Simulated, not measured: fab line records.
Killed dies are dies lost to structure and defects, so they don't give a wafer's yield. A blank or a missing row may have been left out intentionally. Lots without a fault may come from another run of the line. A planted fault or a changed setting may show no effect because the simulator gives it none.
Matching of chambers ; flow nand harc ; ald metal-02 running NHARC_A_BLC_ALD_23: 4 sister chambers
The step deposits TiN, target thk 3 nm, pulse time 1 s, ald cycles 150. 16 wafers are shown with their chamber, then 8 later ones without.

== WAFERS, EACH WITH ITS CHAMBER ==
wafer;chamber;heater power w (W);precursor pulse height rel
L911.1;0;1088;1.018
L911.2;1;1080;0.988
L911.6;3;1021;0.983
L910.1;1;1075;1.024
L910.2;2;1030;1.019
L910.3;0;1035;1.017
L912.2;1;1052;0.976
L912.5;2;1058;0.962
L912.6;1;1075;0.993
L914.1;0;1048;1.002
L914.3;2;1062;0.993
L914.5;2;1082;1.008
L917.1;3;973;0.989
L917.4;2;1071;1.020
L917.6;0;1020;0.992
L925.1;1;1034;1.025

SIGNATURES (averages over the wafers above)
reading;chamber 0;chamber 1;chamber 2;chamber 3;scatter within a chamber
heater power w;1047.75;1063.20;1060.60;997.00;23.7
precursor pulse height rel;1.00725;1.00120;1.00040;0.98600;0.0199
Rule: a wafer's distance from a chamber is the root of the sum, over the readings, of the square of ((its reading less the chamber's mean) divided by the reading's scatter). If the next closest chamber is less than 2 further off than the closest, the wafer can't be placed; otherwise it belongs to the closest. The scatter: the root of (the sum of the squares of (reading less its chamber's mean) over the shown wafers, divided by (wafers less chambers)).

== WAFERS MISSING THEIR CHAMBER ==
wafer;heater power w (W);precursor pulse height rel
L925.4;996;0.999
L925.6;1065;1.009
L927.1;997;0.995
L927.3;979;1.035
L927.6;1038;1.021
L929.1;1108;1.029
L929.4;1004;1.003
L929.6;1053;1.015

== WHICH CHAMBER EACH WENT THROUGH ==
wafer;from the rows above;in truth
L925.4;can't be placed: 3 or 0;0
L925.6;can't be placed: 1 or 2 or 0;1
L927.1;can't be placed: 3 or 0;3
L927.3;can't be placed: 3 or 0 or 2 or 1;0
L927.6;can't be placed: 0 or 2 or 1 or 3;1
L929.1;can't be placed: 1 or 2 or 0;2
L929.4;can't be placed: 3 or 0 or 2 or 1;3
L929.6;can't be placed: 0 or 2 or 1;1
Correctly placed: 0 of 8. These rows do not allow placing 8 (true chamber among the candidates in 8). Wrongly placed: 0.
